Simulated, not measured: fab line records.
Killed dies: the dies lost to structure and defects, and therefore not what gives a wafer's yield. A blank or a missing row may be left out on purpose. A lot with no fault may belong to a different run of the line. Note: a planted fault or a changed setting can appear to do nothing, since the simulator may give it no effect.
Which tool did it?    flow nand-harc    36 wafers from 12 lots sampled at 6 of the route's 1302 steps

== WHAT THE GAUGES SHOWED, per wafer ==
NHARC_A_BLC_CD_MEAS_10: the cd target is 100 nm.
lot   measured      on         cd-nm (nm)
L952  day 22 10:57  cd-sem-02  98.0 100.2 98.9
L953  day 23 00:14  cd-sem-01  100.6 99.7 100.2
L954  day 23 00:23  cd-sem-02  100.4 100.9 100.8
L955  day 23 02:29  cd-sem-01  100.5 100.3 98.8
L961  day 26 08:28  cd-sem-01  120.2 99.8 100.2
L960  day 26 19:41  cd-sem-01  121.1 100.0 99.2
L968  day 29 04:55  cd-sem-03  100.1 100.0 99.1
L970  day 30 02:19  cd-sem-03  98.5 100.1 99.3
L972  day 30 07:43  cd-sem-02  99.2 99.3 99.9
L971  day 30 13:25  cd-sem-03  99.3 99.5 99.8
L973  day 31 02:37  cd-sem-03  99.1 100.4 100.0
L975  day 32 08:11  cd-sem-01  100.4 100.1 100.6

NHARC_END_SORT_01.
lot   measured      on         killed-at-array  killed-at-other  killed-at-periphery  killed-dies  killed-open  killed-short
L961  day 28 04:12  prober-01  585 63 58        1 2 0            5 4 4                591 69 62    2 0 2        3 0 2
L960  day 28 16:53  prober-01  595 62 50        1 0 3            3 2 2                599 64 55    5 4 4        1 2 0

== WHICH TOOL RAN EACH LOT (tool, then ch and the chambers of the sampled wafers, then the start) ==
lot   NHARC_A_CONTACT_ETCH_134              NHARC_A_BLC_PEB_08                 NHARC_A_BLC_STRIP_29                NHARC_A_BLC_DEGAS_30
L952  har-cap-etch-02 ch 0,1, day 22 05:59  litho-track-01 ch 0, day 22 10:52  rie-diel-06 ch 0,2, day 22 12:11    pvd-sputter-02, day 22 12:43
L953  har-cap-etch-03 ch 0,1, day 22 18:55  litho-track-06 ch 0, day 23 00:09  rie-diel-02 ch 2,3, day 23 01:28    pvd-sputter-01, day 23 02:02
L954  har-cap-etch-02 ch 0,1, day 22 19:19  litho-track-04 ch 0, day 23 00:19  rie-diel-05 ch 0,1,2, day 23 01:38  pvd-sputter-02, day 23 02:09
L955  har-cap-etch-01 ch 0,1, day 22 21:36  litho-track-01 ch 0, day 23 02:24  rie-diel-06 ch 0,1,3, day 23 03:55  pvd-sputter-02, day 23 04:25
L961  har-cap-etch-03 ch 0,1, day 26 03:37  litho-track-01 ch 0, day 26 08:23  rie-diel-02 ch 0,3, day 26 09:53    pvd-sputter-03, day 26 10:27
L960  har-cap-etch-01 ch 0,1, day 26 14:44  litho-track-01 ch 0, day 26 19:37  rie-diel-02 ch 0,1,3, day 26 20:55  pvd-sputter-03, day 26 21:27
L968  har-cap-etch-02 ch 0,1, day 28 23:42  litho-track-04 ch 0, day 29 04:50  rie-diel-06 ch 1,2, day 29 06:35    pvd-sputter-03, day 29 07:08
L970  har-cap-etch-02 ch 0,1, day 29 20:34  litho-track-01 ch 0, day 30 02:14  rie-diel-05 ch 0,2,3, day 30 03:35  pvd-sputter-03, day 30 04:06
L972  har-cap-etch-01 ch 0,1, day 30 01:59  litho-track-06 ch 0, day 30 07:38  rie-diel-05 ch 0,1,2, day 30 09:07  pvd-sputter-02, day 30 09:39
L971  har-cap-etch-03 ch 0,1, day 30 08:23  litho-track-01 ch 0, day 30 13:20  rie-diel-06 ch 0,1,2, day 30 14:50  pvd-sputter-01, day 30 15:22
L973  har-cap-etch-02 ch 0,1, day 30 21:40  litho-track-01 ch 0, day 31 02:32  rie-diel-06 ch 1,2,3, day 31 03:52  pvd-sputter-01, day 31 04:22
L975  har-cap-etch-01 ch 0,1, day 32 03:14  litho-track-04 ch 0, day 32 08:07  rie-diel-06 ch 1,2,3, day 32 09:29  pvd-sputter-01, day 32 10:00
- NHARC_A_CONTACT_ETCH_134: etches the open film in C4F8/O2/Ar, time 140 s, target depth 700 nm.
- NHARC_A_BLC_PEB_08: peb time 65 s.
- NHARC_A_BLC_STRIP_29: strips in CF4.
- NHARC_A_BLC_DEGAS_30: time 60 s.

== WHAT THE TOOLS THEMSELVES READ (means of the sampled wafers that have a number; where no wafer has one, the mark that the record gives instead) ==
NHARC_A_CONTACT_ETCH_134.
lot   tool             chamber-pressure-mTorr (mTorr)
L952  har-cap-etch-02  20.001
L953  har-cap-etch-03  20.007
L954  har-cap-etch-02  19.986
L955  har-cap-etch-01  19.991
L961  har-cap-etch-03  20.016
L960  har-cap-etch-01  19.998
L968  har-cap-etch-02  20.003
L970  har-cap-etch-02  20.008
L972  har-cap-etch-01  20.006
L971  har-cap-etch-03  20.031
L973  har-cap-etch-02  20.030
L975  har-cap-etch-01  19.999

NHARC_A_BLC_PEB_08.
lot   tool            chill-plate-temp-C (C)
L952  litho-track-01  23.00
L953  litho-track-06  23.04
L954  litho-track-04  23.08
L955  litho-track-01  23.07
L961  litho-track-01  23.07
L960  litho-track-01  23.05
L968  litho-track-04  22.89
L970  litho-track-01  23.02
L972  litho-track-06  23.00
L971  litho-track-01  22.93
L973  litho-track-01  22.95
L975  litho-track-04  23.07

NHARC_A_BLC_STRIP_29.
lot   tool         chamber-pressure-mTorr (mTorr)  drypump-motor-current-A (A)  oes-product-au (a.u.)  rf-vpp-V (V)  showerhead-plenum-p-Torr (Torr)  throttle-valve-pct (%)
L952  rie-diel-06  50.00                           5.6                          0.999                  57.9          1.68                             13.288
L953  rie-diel-02  50.00                           6.1                          0.995                  60.2          1.81                             13.279
L954  rie-diel-05  49.95                           6.1                          0.995                  60.2          1.74                             13.289
L955  rie-diel-06  49.97                           5.8                          0.999                  59.3          1.74                             13.286
L961  rie-diel-02  50.02                           6.1                          0.990                  59.5          1.76                             13.288
L960  rie-diel-02  50.00                           5.7                          0.991                  58.6          1.71                             13.282
L968  rie-diel-06  50.02                           5.1                          0.991                  58.6          1.72                             13.291
L970  rie-diel-05  49.98                           5.6                          1.005                  59.9          1.78                             13.285
L972  rie-diel-05  50.05                           6.1                          1.014                  58.9          1.72                             13.286
L971  rie-diel-06  49.99                           5.5                          1.004                  59.0          1.70                             13.290
L973  rie-diel-06  50.02                           5.3                          0.999                  59.1          1.76                             13.282
L975  rie-diel-06  49.98                           5.3                          0.992                  59.4          1.76                             13.289

NHARC_A_BLC_DEGAS_30.
lot   tool            heater-power-w (W)
L952  pvd-sputter-02  536
L953  pvd-sputter-01  507
L954  pvd-sputter-02  526
L955  pvd-sputter-02  536
L961  pvd-sputter-03  446
L960  pvd-sputter-03  477
L968  pvd-sputter-03  459
L970  pvd-sputter-03  453
L972  pvd-sputter-02  518
L971  pvd-sputter-01  543
L973  pvd-sputter-01  493
L975  pvd-sputter-01  526

== THE ANSWER, worked out from the rows above alone ==
Rule: usual is defined by the lots themselves. The widest of any qualifying gaps counts: lots, ordered by their means at a reading, are off when they make up no more than a third of the lots, leave a main group of 4 or more, and stand apart from it by 3 or more times the standard deviation of that group's means. If all means in a main group match to the digits the tables above print for the reading, that group is not used. Also off: a lot with no number at a reading for which 4 or more lots have one. Where the step has rows for the other lots, those lots are counted as sound. After the gauges, taken in route order, come the tools' own readings; for these a lot's mean is taken, as printed above. At the first step where some lot is off, the reading lying furthest off is the one used; lots without a number count as furthest.
Off at NHARC_A_BLC_CD_MEAS_10 (cd-nm): L961, L960. The main group: mean 99.8 nm, standard deviation 0.48.
If a tool, at a process step before that reading, ran all the lots that are off and no sound lot after the first of them, it fits. Gauges at NHARC_A_BLC_CD_MEAS_10: tried the same way as those tools. Not one of the candidates tried fits.

== WHAT HAD BEEN PUT IN BY THE SIMULATOR ==
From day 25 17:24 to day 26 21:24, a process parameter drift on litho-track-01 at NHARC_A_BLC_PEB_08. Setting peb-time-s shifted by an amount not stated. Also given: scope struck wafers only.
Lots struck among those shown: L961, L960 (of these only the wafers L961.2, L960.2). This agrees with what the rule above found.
